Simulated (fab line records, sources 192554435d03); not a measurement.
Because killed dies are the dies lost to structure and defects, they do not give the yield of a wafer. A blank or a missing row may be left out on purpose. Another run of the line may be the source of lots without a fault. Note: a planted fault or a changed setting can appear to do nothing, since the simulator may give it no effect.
Comparing a struck lot with a sound one -- flow n5 finfet -- 39 out of 1938 route steps
Sound: wafers L482.3, L482.4, L482.6. Struck: wafers L492.2, L492.4, L492.5. The cause is given at the end.
Each step with rows lists, per side, the tool, then ch with its chambers, then its first start. Under that, the readings that differ: sound wafers -- struck wafers -- difference of the means -- sigmas: that difference in standard deviations of wafers without a fault.
alike: a reading whose means differ by less than 2 such deviations, as well as words and numbers matching on both sides. not compared: withheld readings; readings where some wafer has no value; bounds like >300 that might hide an equal value; numbers whose values overlap and for which the record gives no deviation.
The two part at a step that has a row with sigmas, a row that says differs or no value, or rows on one side only. Non-overlapping numbers with no deviation appear without sigmas and do not part them. A reading that every wafer of one side lacks parts them only if that side has two wafers or more.

first, 9 steps without rows for these wafers: N5_MOL_CONTACT_COAG_PRE_CLEAN_121; N5_MOL_CONTACT_COAG_CVD_140 (deposits W, target thk 66.5 nm, time 215 s); N5_MOL_CONTACT_COAG_PRECLEAN_127 (cleans in DIW, time 57.5 s); N5_MOL_CONTACT_COAG_SRD_128 (dry time 32 s); N5_MOL_CONTACT_COAG_CMP_52 (polishes, stops on SiO2, t overpolish 1.5 s, target thk 66.5 nm); N5_MOL_CONTACT_COAG_ANNEAL_112 (time 1800 s); N5_BEOL_M0_SAQP_PECVD_00 (deposits SiCN from 3MS/NH3, target thk 8 nm, time 14 s); N5_BEOL_M0_SAQP_ILD_DEP_01 (deposits SiOC from DEMS/O2, target thk 45.419 nm, time 8.7 s); N5_BEOL_M0_SAQP_HM_DEP_02 (deposits TiN, target thk 12 nm).
N5_BEOL_M0_SAQP_PECVD_03: deposits SiCN from 3MS/NH3, target thk 12 nm, time 21.1 s.
  sound on pecvd-03 ch 0,1,2, day 5 14:29; struck on pecvd-03 ch 0,1,2, day 7 23:51
reading,sound,struck,difference,sigmas
model.SiCN_of_BEOL_M0_SAQP_PECVD_03.thk nm (nm),11.8 12 12.2,8 8 8,-4,
  alike: showerhead plenum p Torr, throttle valve pct
then, 25 steps without rows for these wafers: N5_BEOL_M0_SAQP_PECVD_96 (deposits a-Si from SiH4/He, target thk 45 nm, time 45.2 s); N5_BEOL_M0_SAQP_PECVD_97 (deposits SiNx from SiH4/NH3/N2, target thk 23 nm, time 19.9 s); N5_BEOL_M0_SAQP_PECVD_04 (deposits a-Si from SiH4/He, target thk 60 nm, time 60.2 s); N5_BEOL_M0_SAQP_HM_DEP_111 (deposits SiO2 from SiH4/N2O, target thk 12 nm, time 7.2 s); N5_BEOL_M0_SAQP_COAT_81 (time 60 s, resist thk 100 nm); N5_BEOL_M0_SAQP_COAT_82 (time 60 s, resist thk 30 nm); N5_BEOL_M0_SAQP_COAT_08 (resist thk 90 nm); N5_BEOL_M0_SAQP_EBR_10; N5_BEOL_M0_SAQP_SOFTBAKE_09 (time 60 s); N5_BEOL_M0_SAQP_EXPOSE_11 (exposes mask M0 CORE, target cd 42 nm); N5_BEOL_M0_SAQP_PEB_12 (peb time 60 s); N5_BEOL_M0_SAQP_DEVELOP_13 (develop time 30 s); N5_BEOL_M0_SAQP_DESCUM_19 (chemistry O2, time 7.9 s); N5_BEOL_M0_SAQP_ETCH_83 (etches SiARC in CF4, target depth 39 nm, time 65 s); N5_BEOL_M0_SAQP_ETCH_84 (etches SOC in N2/H2, target depth 100 nm, overetch 20 nm, time 150 s); N5_BEOL_M0_SAQP_STRIP_80 (strips in N2/H2); N5_BEOL_M0_SAQP_HM_OPEN_112 (chemistry CHF3/O2, target SiO2, stops on a-Si, target depth 12 nm, time 13.5 s); N5_BEOL_M0_SAQP_STRIP_113 (strips in CHF3/O2); N5_BEOL_M0_SAQP_MANDREL_ETCH_20 (etches a-Si in HBr/Cl2, stops on SiNx, target depth 60 nm, bt time 10 s, time 30 s); N5_BEOL_M0_SAQP_STRIP_86 (strips in N2/H2); N5_BEOL_M0_SAQP_STRIP_115 (strips in post etch residue remover, time 60 s); N5_BEOL_M0_SAQP_SRD_93 (time 30 s); N5_BEOL_M0_SAQP_RECESS_114 (chemistry HF/NH3, target SiO2, target depth 14.4 nm, afs cycles 3, sublimation time 60 s); N5_BEOL_M0_SAQP_SPACER1_ALD_98 (deposits SiO2, target thk 12.8 nm, pulse time 1 s, purge time 2 s); N5_BEOL_M0_SAQP_SPACER1_ETCHBACK_99 (etches SiO2 in CHF3/O2, target depth 15.4 nm, time 7.7 s).
N5_BEOL_M0_SAQP_RECESS_109: chemistry HF/NH3, target SiO2, target depth 3 nm, afs cycles 1, sublimation time 60 s.
  sound on vapor etch-01 ch 0,1, day 5 17:55; struck on vapor etch-02 ch 0,1, day 8 04:31
reading,sound,struck,difference,sigmas
model.SiCN_of_BEOL_M0_SAQP_PECVD_03.thk nm (nm),8.2 8.6 8.6,4.4 4.4 4.4,-4.1,
  alike: drypump motor current A
N5_BEOL_M0_ETCH_138: etches SiCN in CH3F/O2, target depth 12 nm, time 31.6 s.
  sound on rie diel-02 ch 2,3, day 5 21:05; struck on rie diel-02 ch 2,3, day 8 07:42
reading,sound,struck,difference,sigmas
etch rf on time s (s),28.7 29.2 29.2,32.2 31.4 31.3,+2.6,+3
model.etch.depth nm (nm),8.25 8.626 8.673,9.231 9.231 9.231,+0.715,
  alike: drypump motor current A, oes product au, rf vpp V, showerhead plenum p Torr, throttle valve pct
  not compared: rf hours counter h
N5_BEOL_M0_ETCH_128: etches SiCN in CF4/N2, target depth 12 nm, overetch 5.1 nm, time 21.4 s.
  sound on rie diel-05 ch 0,1,3, day 5 22:31; struck on rie diel-05 ch 0,2,3, day 8 08:23
reading,sound,struck,difference,sigmas
oes product au (a.u.),0.50 0.49 0.48,0.39 0.38 0.37,-0.11,-2
model.etch.depth nm (nm),8.25 8.626 8.673,4.44 4.473 4.477,-4.05,
  alike: drypump motor current A, rf vpp V, showerhead plenum p Torr, throttle valve pct
  not compared: rf hours counter h
-- here the record skips 3 days between the struck wafers' starts before and after, leaving off in module BEOL_M0 and picking up in module BEOL_M4 (first step shown: number 1111 of the route) --
N5_BEOL_M4_RC_MEAS_101:
  sound on prober-02 ch 0, day 7 21:17; struck on prober-02 ch 0, day 10 21:56
  alike: DIBL_N, DIBL_P, IOFF_N, IOFF_P, ION_N, ION_P, SS_N, SS_P, VT_N, VT_P

WHERE THEY PART
Last at N5_BEOL_M0_ETCH_128 as far as this record goes, first at N5_BEOL_M0_ETCH_138. Later steps at which nothing parts them and some readings are alike: N5_BEOL_M4_RC_MEAS_101.

WHY: whatever the simulator had introduced
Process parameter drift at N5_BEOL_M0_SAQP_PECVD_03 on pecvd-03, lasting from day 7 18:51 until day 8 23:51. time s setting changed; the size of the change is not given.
